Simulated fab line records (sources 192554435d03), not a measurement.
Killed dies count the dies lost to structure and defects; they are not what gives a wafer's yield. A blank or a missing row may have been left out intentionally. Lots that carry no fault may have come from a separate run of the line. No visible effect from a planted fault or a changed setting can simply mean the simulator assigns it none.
Split-lot experiment / flow n5-finfet / on a route of 1938 steps: 7 lots, 39 wafers read

== ABOUT THE SPLIT ==
At N5_SD_EPI_P_EPI_21 (deposits SiGe:B, time 355 s), the setting time-s was moved away from the recipe's 355 s on 18 of the 39 wafers read, by -57.6% to +55.3%. This setting was run at the recipe's value on the other wafers.

The reading is taken at the split's own step.

== THE READING ==
SiGe-B_of_SD_EPI_P_EPI_21.thk-nm (the simulator's own value, which no gauge read), in nm, at N5_SD_EPI_P_EPI_21 (deposits SiGe:B, time 355 s). The file gives no usual value for it. Across the 21 wafers here that went through the recipe, the average is 60.7 nm and the standard deviation 0.44 nm.

wafer=L078.1; tool, chamber at the split=epi-rpcvd-02, 0; time-s as run, s=213.1; against the recipe=-40.0%; SiGe-B_of_SD_EPI_P_EPI_21.thk-nm, nm=39.6; against lot-mates on the recipe=-21.0
wafer=L078.2; tool, chamber at the split=epi-rpcvd-02, 0; time-s as run, s=355; against the recipe=recipe; SiGe-B_of_SD_EPI_P_EPI_21.thk-nm, nm=60.8; against lot-mates on the recipe=-
wafer=L078.5; tool, chamber at the split=epi-rpcvd-02, 0; time-s as run, s=355; against the recipe=recipe; SiGe-B_of_SD_EPI_P_EPI_21.thk-nm, nm=60.8; against lot-mates on the recipe=-
wafer=L078.3; tool, chamber at the split=epi-rpcvd-02, 0; time-s as run, s=213.1; against the recipe=-40.0%; SiGe-B_of_SD_EPI_P_EPI_21.thk-nm, nm=40; against lot-mates on the recipe=-20.6
wafer=L078.4; tool, chamber at the split=epi-rpcvd-02, 0; time-s as run, s=355; against the recipe=recipe; SiGe-B_of_SD_EPI_P_EPI_21.thk-nm, nm=60.2; against lot-mates on the recipe=-
wafer=L078.6; tool, chamber at the split=epi-rpcvd-02, 0; time-s as run, s=213.1; against the recipe=-40.0%; SiGe-B_of_SD_EPI_P_EPI_21.thk-nm, nm=39.8; against lot-mates on the recipe=-20.8
wafer=L081.1; tool, chamber at the split=epi-rpcvd-04, 0; time-s as run, s=355; against the recipe=recipe; SiGe-B_of_SD_EPI_P_EPI_21.thk-nm, nm=60.6; against lot-mates on the recipe=-
wafer=L081.3; tool, chamber at the split=epi-rpcvd-04, 0; time-s as run, s=355; against the recipe=recipe; SiGe-B_of_SD_EPI_P_EPI_21.thk-nm, nm=60.6; against lot-mates on the recipe=-
wafer=L081.2; tool, chamber at the split=epi-rpcvd-04, 0; time-s as run, s=355; against the recipe=recipe; SiGe-B_of_SD_EPI_P_EPI_21.thk-nm, nm=61.4; against lot-mates on the recipe=-
wafer=L081.4; tool, chamber at the split=epi-rpcvd-04, 0; time-s as run, s=551.4; against the recipe=+55.3%; SiGe-B_of_SD_EPI_P_EPI_21.thk-nm, nm=82; against lot-mates on the recipe=+21.1
wafer=L081.5; tool, chamber at the split=epi-rpcvd-04, 0; time-s as run, s=551.4; against the recipe=+55.3%; SiGe-B_of_SD_EPI_P_EPI_21.thk-nm, nm=82.4; against lot-mates on the recipe=+21.5
wafer=L081.6; tool, chamber at the split=epi-rpcvd-04, 0; time-s as run, s=551.4; against the recipe=+55.3%; SiGe-B_of_SD_EPI_P_EPI_21.thk-nm, nm=82.8; against lot-mates on the recipe=+21.9
wafer=L086.1; tool, chamber at the split=epi-rpcvd-04, 0; time-s as run, s=355; against the recipe=recipe; SiGe-B_of_SD_EPI_P_EPI_21.thk-nm, nm=61.4; against lot-mates on the recipe=-
wafer=L086.2; tool, chamber at the split=epi-rpcvd-04, 0; time-s as run, s=483.6; against the recipe=+36.2%; SiGe-B_of_SD_EPI_P_EPI_21.thk-nm, nm=76; against lot-mates on the recipe=+14.9
wafer=L086.3; tool, chamber at the split=epi-rpcvd-04, 0; time-s as run, s=355; against the recipe=recipe; SiGe-B_of_SD_EPI_P_EPI_21.thk-nm, nm=61.6; against lot-mates on the recipe=-
wafer=L086.4; tool, chamber at the split=epi-rpcvd-04, 0; time-s as run, s=355; against the recipe=recipe; SiGe-B_of_SD_EPI_P_EPI_21.thk-nm, nm=60.2; against lot-mates on the recipe=-
wafer=L086.5; tool, chamber at the split=epi-rpcvd-04, 0; time-s as run, s=483.6; against the recipe=+36.2%; SiGe-B_of_SD_EPI_P_EPI_21.thk-nm, nm=75.4; against lot-mates on the recipe=+14.3
wafer=L086.6; tool, chamber at the split=epi-rpcvd-04, 0; time-s as run, s=483.6; against the recipe=+36.2%; SiGe-B_of_SD_EPI_P_EPI_21.thk-nm, nm=75.8; against lot-mates on the recipe=+14.7
wafer=L089.2; tool, chamber at the split=epi-rpcvd-02, 0; time-s as run, s=355; against the recipe=recipe; SiGe-B_of_SD_EPI_P_EPI_21.thk-nm, nm=60.6; against lot-mates on the recipe=-
wafer=L089.3; tool, chamber at the split=epi-rpcvd-02, 0; time-s as run, s=355; against the recipe=recipe; SiGe-B_of_SD_EPI_P_EPI_21.thk-nm, nm=60.8; against lot-mates on the recipe=-
wafer=L089.6; tool, chamber at the split=epi-rpcvd-02, 0; time-s as run, s=355; against the recipe=recipe; SiGe-B_of_SD_EPI_P_EPI_21.thk-nm, nm=61; against lot-mates on the recipe=-
wafer=L090.1; tool, chamber at the split=epi-rpcvd-03, 0; time-s as run, s=355; against the recipe=recipe; SiGe-B_of_SD_EPI_P_EPI_21.thk-nm, nm=60.2; against lot-mates on the recipe=-
wafer=L090.3; tool, chamber at the split=epi-rpcvd-03, 0; time-s as run, s=355; against the recipe=recipe; SiGe-B_of_SD_EPI_P_EPI_21.thk-nm, nm=60.2; against lot-mates on the recipe=-
wafer=L090.2; tool, chamber at the split=epi-rpcvd-03, 0; time-s as run, s=355; against the recipe=recipe; SiGe-B_of_SD_EPI_P_EPI_21.thk-nm, nm=61; against lot-mates on the recipe=-
wafer=L090.4; tool, chamber at the split=epi-rpcvd-03, 0; time-s as run, s=150.6; against the recipe=-57.6%; SiGe-B_of_SD_EPI_P_EPI_21.thk-nm, nm=27.6; against lot-mates on the recipe=-32.9
wafer=L090.5; tool, chamber at the split=epi-rpcvd-03, 0; time-s as run, s=150.6; against the recipe=-57.6%; SiGe-B_of_SD_EPI_P_EPI_21.thk-nm, nm=28; against lot-mates on the recipe=-32.5
wafer=L090.6; tool, chamber at the split=epi-rpcvd-03, 0; time-s as run, s=150.6; against the recipe=-57.6%; SiGe-B_of_SD_EPI_P_EPI_21.thk-nm, nm=28; against lot-mates on the recipe=-32.5
wafer=L092.1; tool, chamber at the split=epi-rpcvd-02, 0; time-s as run, s=355; against the recipe=recipe; SiGe-B_of_SD_EPI_P_EPI_21.thk-nm, nm=60.4; against lot-mates on the recipe=-
wafer=L092.2; tool, chamber at the split=epi-rpcvd-02, 0; time-s as run, s=355; against the recipe=recipe; SiGe-B_of_SD_EPI_P_EPI_21.thk-nm, nm=60.6; against lot-mates on the recipe=-
wafer=L092.3; tool, chamber at the split=epi-rpcvd-02, 0; time-s as run, s=171; against the recipe=-51.8%; SiGe-B_of_SD_EPI_P_EPI_21.thk-nm, nm=31.8; against lot-mates on the recipe=-28.5
wafer=L092.4; tool, chamber at the split=epi-rpcvd-02, 0; time-s as run, s=171; against the recipe=-51.8%; SiGe-B_of_SD_EPI_P_EPI_21.thk-nm, nm=31.2; against lot-mates on the recipe=-29.1
wafer=L092.5; tool, chamber at the split=epi-rpcvd-02, 0; time-s as run, s=171; against the recipe=-51.8%; SiGe-B_of_SD_EPI_P_EPI_21.thk-nm, nm=31.2; against lot-mates on the recipe=-29.1
wafer=L092.6; tool, chamber at the split=epi-rpcvd-02, 0; time-s as run, s=355; against the recipe=recipe; SiGe-B_of_SD_EPI_P_EPI_21.thk-nm, nm=60; against lot-mates on the recipe=-
wafer=L097.1; tool, chamber at the split=epi-rpcvd-04, 0; time-s as run, s=355; against the recipe=recipe; SiGe-B_of_SD_EPI_P_EPI_21.thk-nm, nm=60.8; against lot-mates on the recipe=-
wafer=L097.4; tool, chamber at the split=epi-rpcvd-04, 0; time-s as run, s=355; against the recipe=recipe; SiGe-B_of_SD_EPI_P_EPI_21.thk-nm, nm=60.8; against lot-mates on the recipe=-
wafer=L097.2; tool, chamber at the split=epi-rpcvd-04, 0; time-s as run, s=355; against the recipe=recipe; SiGe-B_of_SD_EPI_P_EPI_21.thk-nm, nm=60; against lot-mates on the recipe=-
wafer=L097.3; tool, chamber at the split=epi-rpcvd-04, 0; time-s as run, s=161; against the recipe=-54.6%; SiGe-B_of_SD_EPI_P_EPI_21.thk-nm, nm=29.4; against lot-mates on the recipe=-31.1
wafer=L097.5; tool, chamber at the split=epi-rpcvd-04, 0; time-s as run, s=161; against the recipe=-54.6%; SiGe-B_of_SD_EPI_P_EPI_21.thk-nm, nm=30; against lot-mates on the recipe=-30.5
wafer=L097.6; tool, chamber at the split=epi-rpcvd-04, 0; time-s as run, s=161; against the recipe=-54.6%; SiGe-B_of_SD_EPI_P_EPI_21.thk-nm, nm=30; against lot-mates on the recipe=-30.5

THE FIT
A straight line over all 39 wafers: SiGe-B_of_SD_EPI_P_EPI_21.thk-nm changes by +0.501 nm for each +1% of time-s; r = +0.99; the points scatter about the line by 2.1 nm.
The same after taking each lot's own level away (the mean of its wafers on the recipe; 39 wafers): +0.497 nm for each +1%; r = +0.99; scatter 2.1 nm.
That fit puts the effect of the largest move of time-s on the reading at 29 nm.
Measured against the standard deviation above, the lots' own levels, which go from 60.33 to 61.07 nm, span 1.7 times it.
The two slopes agree, so the slope changes little with the lot-to-lot level.
Check: with one of the wafers moved furthest among these (-57.6%) left out of the fit, the line predicts -30 nm for it against its lot-mates. Against them it came out at -32.9 nm.

== THE OTHER SPLITS THESE WAFERS WENT THROUGH ==
Note: prior to the reading, these wafers also went through further splits. Each is held against what the fit with the lots' levels taken away leaves over:
other split on the same wafers=N5_FIN_SAQP_HM_DEP_03 target-thk-a; wafers away from the commonest value=15; r with SiGe-B_of_SD_EPI_P_EPI_21.thk-nm (lot level and that fit taken away)=-0.12

== THE WHOLE CHAIN: every reading that the file lists as answering this split, in the file's order ==
step=N5_SD_EPI_P_EPI_21; what it does=deposits SiGe:B, time 355 s; reading=SiGe-B_of_SD_EPI_P_EPI_21.thk-nm (the simulator's own value, which no gauge read); change (the file's fit)=+0.509 nm for each +1% of the setting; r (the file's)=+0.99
step=N5_SD_EPI_P_EPI_MEAS_23; what it does=; reading=thk-nm; change (the file's fit)=withheld for each +1% of the setting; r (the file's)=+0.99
step=N5_SD_ACTIVATION_RS_MEAS_03; what it does=measures by four-point-probe; reading=RS_SD_P; change (the file's fit)=not straight: 122.6 at the lowest setting, 56.2 at the recipe, 41.0 at the highest; r (the file's)=not given

== FILE'S OWN FIT ==
SiGe-B_of_SD_EPI_P_EPI_21.thk-nm changes by +0.509 nm for each +1% of time-s, r = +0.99.
